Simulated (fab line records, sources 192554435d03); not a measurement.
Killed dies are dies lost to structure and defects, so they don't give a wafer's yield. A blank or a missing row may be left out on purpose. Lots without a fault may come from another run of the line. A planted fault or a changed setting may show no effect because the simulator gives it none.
Chamber matching | flow n5_finfet | N5_BEOL_M9_CMP_52 on cmp-01: 4 sister chambers
The step polishes, stops on SiCOH lowk, t overpolish 7 s, target thk 140 nm. 4 wafers are shown with their chamber, then 7 later ones without.

WAFERS WITH THEIR CHAMBER
wafer  | chamber | motor_current_A (A)
L574.1 | 3       | 5.5
L577.5 | 0       | 5.8
L579.1 | 1       | 6.7
L579.3 | 2       | 5.6

WAFERS WITHOUT THEIR CHAMBER
wafer  | motor_current_A (A)
L579.5 | 6.6
L581.2 | 5.4
L581.3 | 7.0
L581.5 | 5.8
L584.2 | 5.4
L584.3 | 5.8
L584.5 | 5.7

WHICH CHAMBER EACH WENT THROUGH
wafer  | from the rows above          | in truth
L579.5 | 1                            | 1
L581.2 | can't be placed: 3 or 2      | 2
L581.3 | 1                            | 1
L581.5 | can't be placed: 0 or 2      | 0
L584.2 | can't be placed: 3 or 2      | 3
L584.3 | can't be placed: 0 or 2      | 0
L584.5 | can't be placed: 0 or 2 or 3 | 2
Placed correctly: 2 of 7. Can't be placed from these rows: 5 (the true chamber is among the candidates in 5). Placed wrongly: 0.
How it was worked out, from the rows above alone: a wafer's distance from a chamber is the root of the sum, over the readings, of the square of ((its reading less the chamber's mean) divided by the reading's scatter). The wafer belongs to the nearest chamber; if the next one is less than 2 further off, it can't be placed. A chamber's mean is the mean of its shown wafers. The scatter: with one shown wafer a chamber, the root of the mean of the squares of how far each hidden wafer lies from its nearest shown one.
